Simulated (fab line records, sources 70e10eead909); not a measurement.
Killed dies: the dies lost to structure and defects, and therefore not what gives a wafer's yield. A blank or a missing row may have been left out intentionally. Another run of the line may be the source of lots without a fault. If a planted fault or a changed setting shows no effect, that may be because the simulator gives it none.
fab line records	flow nand_harc
record lots=11	wafers=33	last_day=24
route steps=1159 shown A_STAIRCASE@585 END@1159
lots that met no fault: from a run of the same line without faults
start_h: start of the lot's first displayed wafer, in hours after the record's first day	wait_h: time in hours since the lot's previous step	" the same as in the row above	L1.1+2: several wafers, shown together as one row	- either no value or no given start	* or withheld: withheld	< > ~ a bound
route shown NAME@n: NAME is a module with steps in the file, n the number in the route of the first one	usual: the fault-free wafers' mean and standard deviation	same: alike in all rows	chamber/n: place in a boat	sites: the reading at each site	_std_site: standard deviation of those values	_edge_site: outer sites' mean less inner sites'	radius_mm: for every site, how far away it sits from the centre of the wafer	mask NAME#n: copy n	behind: the most recent tool/chamber to have shaped the wafer	hold: why the lot was held/for how many hours/how that ended	device: which transistor (n, p or np) failed to switch	end of line: tests of these same wafers at the route's end	a step with no rows: only its recipe	killed: dies that structure and defects cost at the first sort, which is not the same as the wafer's yield	map: shows each die of a wafer: x if killed, . if not, _ if none is there
set.NAME: the setting that was run; set.NAME@STEP: the one run at that earlier step	model.NAME: the simulator's own value behind a step, which no gauge read
a sample of lots followed through the steps of the route, with each step as a table and each wafer as a row
services: when a tool's chamber went out of use (start_h, in hours from the record's first day, below 0 if earlier), for how many hours, and the reason
## steps
# step NHARC_A_STAIRCASE_TRIM_191
# recipe time_s=211.2	o2_flow_sccm=500	ar_flow_sccm=0	bias_w=0	chemistry=O2
# usual chamber_pressure_mTorr=59.99/0.053	drypump_motor_current_A=5.9/0.54	oes_product_au=1.004/0.0082	rf_vpp_V=57.8/0.8	showerhead_plenum_p_Torr=3.52/0.11	throttle_valve_pct=17.036/0.0096
# same bias_w=0
lot.wafer	tool	chamber	start_h	wait_h	chamber_pressure_mTorr	drypump_motor_current_A	oes_product_au	rf_hours_counter_h	rf_vpp_V	showerhead_plenum_p_Torr	throttle_valve_pct
L865.4	rie_diel-09	1	-	-	59.99	5.7	0.990	58	58.0	3.59	17.042
L865.2	"	2	"	"	60.03	6.2	1.002	55	57.9	3.61	17.049
L865.1	"	3	"	"	60.06	6.4	0.995	57	57.2	3.59	17.040
L866.1	rie_diel-09	3	-	-	59.86	6.4	0.994	58	58.2	3.59	17.030
L866.4	"	0	"	"	59.99	4.8	1.003	61	58.6	3.52	17.037
L866.6	"	2	"	"	60.04	6.2	1.013	-	57.6	3.61	17.045
L868.4	rie_diel-07	0	-	-	60.06	6.5	1.000	6	58.0	3.40	17.046
L868.5	"	2	"	"	59.91	5.7	0.989	-	58.3	3.68	17.044
L868.6	"	3	"	"	59.98	6.4	1.004	-	59.2	3.60	17.042
L871.4	rie_diel-09	2	-	-	59.97	6.2	1.005	1	56.6	3.60	17.044
L871.3	"	3	"	"	60.02	6.4	1.001	1	57.3	3.59	17.034
L871.6	"	1	"	"	59.99	5.8	0.997	-	58.3	3.59	17.043
L872.4	rie_diel-07	1	-	-	59.99	5.8	1.010	21	57.9	3.33	17.039
L872.1	"	3	"	"	60.09	6.4	1.009	19	57.6	3.60	17.014
L872.5	"	2	"	"	59.91	5.8	1.001	-	58.9	3.67	17.023
L874.4	rie_diel-09	0	-	-	60.01	4.8	1.004	10	56.9	3.51	17.037
L874.3	"	2	"	"	59.99	6.2	1.009	8	57.3	3.60	17.049
L874.5	"	1	"	"	60.01	5.7	0.997	-	58.5	3.59	17.031
L873.1	rie_diel-09	3	-	-	59.98	6.4	0.990	12	59.4	3.59	17.041
L873.6	"	1	"	"	59.99	5.8	0.990	-	57.3	3.59	17.034
L873.5	"	3	"	"	60.06	6.3	1.005	-	57.6	3.58	17.043
L876.2	rie_diel-07	2	-	-	60.08	5.7	1.016	24	56.8	3.67	17.049
L876.4	"	3	"	"	59.96	6.4	1.011	24	58.1	3.59	17.038
L876.6	"	2	"	"	60.02	5.7	1.003	-	59.4	3.67	17.045
L879.2	rie_diel-07	0	-	-	59.97	6.5	1.009	43	57.1	3.38	17.050
L879.5	"	0	"	"	60.02	6.6	1.004	-	57.1	3.38	17.043
L879.4	"	1	"	"	59.96	5.8	1.019	-	56.8	3.32	17.038
L882.4	rie_diel-09	0	-	-	59.98	4.8	1.010	33	57.4	3.50	17.028
L882.3	"	3	"	"	60.07	6.4	1.003	31	59.1	3.57	17.042
L882.5	"	0	"	"	59.98	4.8	1.021	-	58.8	3.50	17.049
L885.4	rie_diel-09	1	-	-	60.06	5.8	0.999	33	57.8	3.57	17.030
L885.2	"	2	"	"	59.97	6.2	1.004	32	57.1	3.59	17.037
L885.3	"	3	"	"	60.01	6.3	0.985	36	58.9	3.57	17.030
# step NHARC_A_STAIRCASE_TRIM_193
# recipe time_s=211.2	o2_flow_sccm=500	ar_flow_sccm=0	bias_w=0	chemistry=O2
# usual chamber_pressure_mTorr=60.00/0.057	drypump_motor_current_A=6.0/0.5	oes_product_au=1.005/0.0082	rf_vpp_V=57.8/0.92	showerhead_plenum_p_Torr=3.52/0.11	throttle_valve_pct=17.035/0.0099
# same bias_w=0
lot.wafer	tool	chamber	start_h	wait_h	chamber_pressure_mTorr	drypump_motor_current_A	oes_product_au	rf_hours_counter_h	rf_vpp_V	showerhead_plenum_p_Torr	throttle_valve_pct
L865.1	rie_diel-09	2	-	-	59.95	6.2	1.007	55	57.9	3.61	17.031
L865.4	"	3	"	"	59.95	6.3	1.005	57	58.6	3.59	17.025
L865.2	"	0	"	"	60.04	4.8	1.002	60	58.6	3.52	17.039
L866.1	rie_diel-09	3	-	-	59.97	6.4	1.004	58	59.3	3.59	17.039
L866.4	"	1	"	"	59.95	5.8	0.994	60	59.4	3.59	17.025
L866.6	"	2	"	"	59.97	6.2	1.015	-	57.1	3.60	17.047
L868.4	rie_diel-07	0	-	-	60.01	6.5	1.002	6	57.6	3.40	17.035
L868.6	"	3	"	"	60.12	6.4	1.013	-	57.0	3.60	17.028
L868.5	"	0	"	"	60.05	6.6	1.004	-	56.5	3.40	17.046
L871.3	rie_diel-09	2	-	-	59.99	6.2	1.010	1	58.0	3.60	17.015
L871.4	"	0	"	"	60.09	4.8	1.004	1	56.7	3.52	17.037
L871.6	"	2	"	"	59.97	6.3	1.008	-	57.5	3.60	17.035
L872.4	rie_diel-07	1	-	-	59.91	5.7	1.019	21	55.9	3.33	17.038
L872.1	"	2	"	"	60.08	5.8	0.999	20	57.9	3.67	17.028
L872.5	"	0	"	"	60.00	6.5	1.017	-	56.9	3.39	17.034
L874.3	rie_diel-09	1	-	-	59.96	5.8	1.001	9	58.3	3.59	17.058
L874.4	"	0	"	"	59.91	4.8	1.001	10	59.5	3.51	17.039
L874.5	"	1	"	"	59.89	5.8	0.999	-	58.4	3.59	17.023
L873.1	rie_diel-09	3	-	-	59.95	6.4	1.005	12	58.2	3.58	17.056
L873.6	"	3	"	"	59.98	6.4	0.999	-	59.0	3.59	17.030
L873.5	"	0	"	"	59.92	4.8	1.004	-	58.1	3.51	17.029
L876.2	rie_diel-07	3	-	-	60.02	6.4	1.013	24	58.5	3.59	17.039
L876.4	"	0	"	"	59.98	6.5	1.003	25	58.3	3.39	17.032
L876.6	"	0	"	"	60.04	6.6	1.016	-	58.2	3.39	17.044
L879.2	rie_diel-07	3	-	-	60.02	6.4	1.012	40	58.1	3.59	17.043
L879.5	"	3	"	"	60.01	6.4	1.005	-	57.2	3.59	17.030
L879.4	"	1	"	"	60.00	5.8	1.023	-	57.4	3.32	17.027
L882.3	rie_diel-09	3	-	-	59.94	6.3	0.994	31	58.2	3.57	17.047
L882.4	"	0	"	"	59.96	4.9	1.014	33	58.4	3.50	17.025
L882.5	"	2	"	"	60.07	6.2	1.010	-	57.3	3.59	17.040
L885.2	rie_diel-09	2	-	-	60.02	6.2	1.007	32	57.7	3.59	17.026
L885.3	"	3	"	"	60.02	6.3	0.993	36	58.3	3.57	17.037
L885.4	"	1	"	"	59.96	5.8	1.006	33	58.8	3.57	17.030
# step NHARC_A_STAIRCASE_ETCH_194
# recipe target_depth_a=1000	time_s=40.5	ion_energy_ev=400	c4f8_flow_sccm=20	o2_flow_sccm=10	ar_flow_sccm=withheld	rf_w=600	bias_w=1000	chemistry=C4F8/O2
# usual bias_w=1000/3.1	chamber_pressure_mTorr=24.999/0.024	oes_product_au=0.944/0.0087	rf_vpp_V=895/4.2
lot.wafer	tool	chamber	start_h	wait_h	bias_w	chamber_pressure_mTorr	oes_product_au	rf_hours_counter_h	rf_vpp_V
L865.1	rie_diel-09	1	249.31	-	1004	25.035	0.940	58	899
L865.4	"	3	"	"	1002	25.022	0.937	57	899
L865.2	"	0	"	"	1001	25.028	0.942	60	895
L866.1	rie_diel-09	3	252.55	-	1002	25.001	0.939	58	897
L866.4	"	2	"	"	1004	25.004	0.947	56	898
L866.6	"	0	"	"	1002	25.000	0.958	-	895
L868.4	rie_diel-07	1	255.84	-	1001	24.974	0.961	7	889
L868.5	"	0	"	"	1002	24.995	0.956	-	889
L868.6	"	1	"	"	999	24.971	0.961	-	889
L871.4	rie_diel-09	2	266.19	-	1002	25.018	0.951	1	898
L871.3	"	3	"	"	1004	25.039	0.937	1	898
L871.6	"	1	"	"	1002	24.980	0.943	-	899
L872.1	rie_diel-07	3	281.60	-	1003	25.012	0.946	19	900
L872.4	"	0	"	"	995	24.984	0.950	20	890
L872.5	"	2	"	"	999	24.967	0.949	-	902
L874.3	rie_diel-09	2	282.03	-	1001	25.004	0.949	8	898
L874.4	"	1	"	"	1002	24.944	0.934	9	900
L874.5	"	2	"	"	999	24.975	0.944	-	899
L873.1	rie_diel-09	0	289.39	-	1000	25.024	0.938	13	895
L873.5	"	1	"	"	1003	24.989	0.939	-	897
L873.6	"	3	"	"	999	24.990	0.934	-	898
L876.2	rie_diel-07	0	301.25	-	1002	24.999	0.938	26	892
L876.4	"	1	"	"	997	24.966	0.957	26	889
L876.6	"	2	"	"	992	24.993	0.937	-	901
L879.2	rie_diel-07	1	344.55	-	1000	24.962	0.945	44	887
L879.4	"	1	"	"	1002	25.030	0.941	-	889
L879.5	"	3	"	"	1005	24.957	0.942	-	899
L882.3	rie_diel-09	1	347.79	-	1004	24.978	1.161	29	897
L882.4	"	2	"	"	1002	25.033	1.158	27	898
L882.5	"	0	"	"	997	24.979	1.170	-	894
L885.2	rie_diel-09	2	358.62	-	1000	25.009	1.178	32	898
L885.3	"	3	"	"	994	25.018	1.157	36	898
L885.4	"	1	"	"	1000	24.987	1.161	33	896
# step NHARC_A_STAIRCASE_ETCH_201
# recipe target_depth_a=1000	time_s=40.5	ion_energy_ev=400	c4f8_flow_sccm=20	o2_flow_sccm=10	ar_flow_sccm=withheld	rf_w=600	bias_w=1000	chemistry=C4F8/O2
# usual bias_w=1000/3.1	chamber_pressure_mTorr=24.998/0.021	oes_product_au=0.946/0.012	rf_vpp_V=896/4.3
lot.wafer	tool	chamber	start_h	wait_h	bias_w	chamber_pressure_mTorr	oes_product_au	rf_hours_counter_h	rf_vpp_V
L865.2	rie_diel-07	2	-	-	1001	24.984	0.944	6	902
L865.4	"	3	"	"	999	24.996	0.966	5	898
L865.1	"	0	"	"	994	25.025	0.952	5	890
L866.4	rie_diel-06	2	-	-	999	25.024	0.960	1	899
L866.1	"	3	"	"	998	25.004	0.957	1	899
L866.6	"	1	"	"	998	24.980	0.950	-	893
L868.4	rie_diel-07	3	-	-	998	24.975	0.937	8	898
L868.5	"	3	"	"	1000	25.010	0.939	-	898
L868.6	"	0	"	"	997	24.978	0.949	-	892
L871.3	rie_diel-07	2	-	-	1002	24.988	0.937	13	901
L871.4	"	0	"	"	999	24.996	0.939	13	891
L871.6	"	2	"	"	1005	24.984	0.930	-	902
L872.1	rie_diel-07	1	-	-	1001	25.007	0.972	21	888
L872.4	"	3	"	"	998	25.017	0.960	19	899
L872.5	"	2	"	"	1001	25.009	0.949	-	902
L874.3	rie_diel-06	2	-	-	997	25.008	0.951	14	900
L874.4	"	3	"	"	1001	24.999	0.945	15	898
L874.5	"	2	"	"	997	25.009	0.946	-	898
L873.1	rie_diel-07	2	-	-	999	25.040	0.943	22	902
L873.5	"	2	"	"	1003	25.015	0.941	-	900
L873.6	"	3	"	"	1006	25.011	0.939	-	897
L876.4	rie_diel-07	0	-	-	999	24.990	0.961	26	890
L876.2	"	2	"	"	996	24.973	0.953	26	903
L876.6	"	0	"	"	997	25.002	0.948	-	891
L879.2	rie_diel-07	3	-	-	998	25.012	0.953	41	898
L879.5	"	3	"	"	1003	24.996	0.948	-	898
L879.4	"	0	"	"	1001	25.000	0.947	-	891
L882.3	rie_diel-06	1	-	-	998	25.006	0.919	40	891
L882.5	"	2	"	"	998	24.950	0.937	-	898
L882.4	"	1	"	"	996	25.009	0.906	-	891
L885.4	rie_diel-09	2	-	-	1004	24.984	0.931	32	899
L885.3	"	3	"	"	1000	25.046	0.935	37	898
L885.2	"	1	"	"	998	24.995	0.928	34	899
# step NHARC_END_SORT_01
# recipe temp_c=25
# usual killed_at_array=26/11	killed_at_other=0.6/1	killed_at_periphery=3.1/2.1	killed_dies=30/11	killed_open=3.4/1.8	killed_short=2.1/1.5
# same gross_dies=677
lot.wafer	tool	chamber	start_h	wait_h	killed_at_array	killed_at_other	killed_at_periphery	killed_dies	killed_open	killed_short
L879.2	prober-01	0	539.82	2.8	14	0	0	14	4	2
L879.4	prober-01	0	541.42	3.4	16	0	1	17	1	1
L879.5	prober-01	0	542.21	3.7	15	2	0	17	1	4
L882.3	prober-02	0	540.70	3.1	668	6	3	677	4	2
L882.4	prober-02	0	541.51	3.4	670	1	6	677	1	3
L882.5	prober-02	0	542.32	3.7	672	2	3	677	5	3
L885.2	prober-01	0	562.60	2.8	674	1	2	677	7	4
L885.3	prober-01	0	563.40	3.1	670	0	7	677	3	5
L885.4	prober-01	0	564.20	3.4	674	0	3	677	3	0
# killed by level:class
L879.2 A_CHANNEL_HOLE_D1:chamber_film_flake=4 A_STAIRCASE:chamber_film_flake=3 A_SGD_CUT:geometric_particle:open=1 A_SGD_CUT:geometric_particle:short=1 A_WL_FILL:geometric_particle:short=1 A_CONTACT:geometric_particle:open=1 A_BLC:geometric_particle:open=1 A_M1:geometric_particle:open=1
L882.3 A_STAIRCASE:area_etch=650 A_CHANNEL_HOLE_D1:chamber_film_flake=7 THIN_TSV:chamber_film_flake=6 A_CONTACT:chamber_film_flake=5 A_CONTACT:geometric_particle:open=2 P_CONTACT:chamber_film_flake=2 P_M0:geometric_particle:open=1 A_WL_FILL:geometric_particle:short=1
L879.4 A_CHANNEL_HOLE_D1:chamber_film_flake=7 A_STAIRCASE:chamber_film_flake=7 P_CONTACT:geometric_particle:short=1 A_M0:geometric_particle:open=1 A_WL_FILL:chamber_film_flake=1
L882.4 A_STAIRCASE:area_etch=659 A_CHANNEL_HOLE_D1:chamber_film_flake=5 P_M0:geometric_particle:short=2 P_CONTACT:chamber_film_flake=2 A_CONTACT:chamber_film_flake=2 P_M0:geometric_particle:open=1 A_SGD_CUT:geometric_particle:short=1 P_GATE:chamber_film_flake=1
L879.5 A_CHANNEL_HOLE_D1:chamber_film_flake=8 A_CHANNEL_FILL_D1:geometric_particle:short=1 A_CONTACT:geometric_particle:short=1 A_M0:geometric_particle:open=1 A_M1:geometric_particle:short=1 STARTING-WAFER:geometric_particle:short=1 A_ZERO_WELL:chamber_film_flake=1 A_STAIRCASE:chamber_film_flake=1
L882.5 A_STAIRCASE:area_etch=651 A_CHANNEL_HOLE_D1:chamber_film_flake=5 A_STAIRCASE:chamber_film_flake=4 A_CONTACT:chamber_film_flake=3 P_CONTACT:chamber_film_flake=2 THIN_TSV:chamber_film_flake=2 P_GATE:geometric_particle:open=1 A_ONON_D1:geometric_particle:short=1
L885.2 A_STAIRCASE:area_etch=650 A_CHANNEL_HOLE_D1:chamber_film_flake=5 A_CONTACT:geometric_particle:open=3 A_STAIRCASE:chamber_film_flake=3 A_CONTACT:chamber_film_flake=3 P_CONTACT:geometric_particle:short=1 A_ONON_D1:geometric_particle:short=1 A_CHANNEL_HOLE_D1:geometric_particle:short=1
L885.3 A_STAIRCASE:area_etch=650 A_CHANNEL_HOLE_D1:chamber_film_flake=8 A_STAIRCASE:chamber_film_flake=5 P_GATE:chamber_film_flake=3 A_CONTACT:geometric_particle:open=2 A_CONTACT:chamber_film_flake=2 P_GATE:geometric_particle:open=1 P_GATE:geometric_particle:short=1
L885.4 A_STAIRCASE:area_etch=655 A_CHANNEL_HOLE_D1:chamber_film_flake=7 A_CONTACT:chamber_film_flake=6 A_CONTACT:geometric_particle:open=2 P_ZERO_WELL:chamber_film_flake=2 A_SLIT:chamber_film_flake=2 A_WL_FILL:geometric_particle:open=1 P_GATE:chamber_film_flake=1
## services
tool	chamber	start_h	hours	kind
rie_diel-07	-	228.36	9.0	pm
rie_diel-09	0	233.44	-	clean
rie_diel-09	1	233.44	-	clean
rie_diel-09	2	233.44	-	clean
rie_diel-09	3	233.44	-	clean
rie_diel-09	-	240.67	0.8	repair
rie_diel-06	-	242.47	9.0	pm
rie_diel-09	-	254.11	9.0	pm
rie_diel-09	0	254.11	9.0	vent_cycle
rie_diel-09	1	254.11	9.0	vent_cycle
rie_diel-09	2	254.11	9.0	vent_cycle
rie_diel-09	3	254.11	9.0	vent_cycle
rie_diel-09	0	263.11	-	clean
rie_diel-09	0	263.11	-	consumable_replace:focus_ring
rie_diel-09	1	263.11	-	clean
rie_diel-09	2	263.11	-	clean
rie_diel-06	-	275.48	0.3	repair
rie_diel-09	1	282.27	4.0	repair
rie_diel-09	2	285.48	8.2	repair
rie_diel-06	3	291.21	21.8	repair
rie_diel-07	1	310.76	2.2	repair
rie_diel-06	3	326.38	3.6	repair
rie_diel-06	0	328.72	43.8	repair
rie_diel-07	2	340.48	15.5	repair
## key
first_sign step=NHARC_A_STAIRCASE_ETCH_194	reading=oes_product_au	direction=up	sigmas=25	usual=0.944	struck=1.164
effect step=NHARC_END_SORT_01	reading=killed_dies	direction=up	sigmas=59	usual=30	struck=677
more_kills_born_at NHARC_A_STAIRCASE_ETCH_194@rie_diel-09=3915
met_at NHARC_A_STAIRCASE_ETCH_194
struck_lots L882,L885
later_rows_left_out L882.3,L882.4,L882.5,L885.2,L885.3,L885.4
tester_left_out L882,L885
not_acting_at NHARC_A_STAIRCASE_TRIM_191,NHARC_A_STAIRCASE_TRIM_193,NHARC_A_STAIRCASE_ETCH_201
onset_between 289.39 347.79
fault kind=process_parameter_drift	tool=rie_diel-09	chamber=-	onset_h=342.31	steps=NHARC_A_STAIRCASE_ETCH_194	channel=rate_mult	offset=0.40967	shape=step	end_h=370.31
# tester_left_out: of these lots the tester's yield and bins aren't shown, on N5 and GAA mostly nor the transistor test; their killed dies are dies lost to structure and defects alone, not to doping, threshold or leakage, so they don't give the yield
# later_rows_left_out: the simulator's readings of these wafers behind a module that went badly wrong aren't trusted and aren't shown, but for the sort
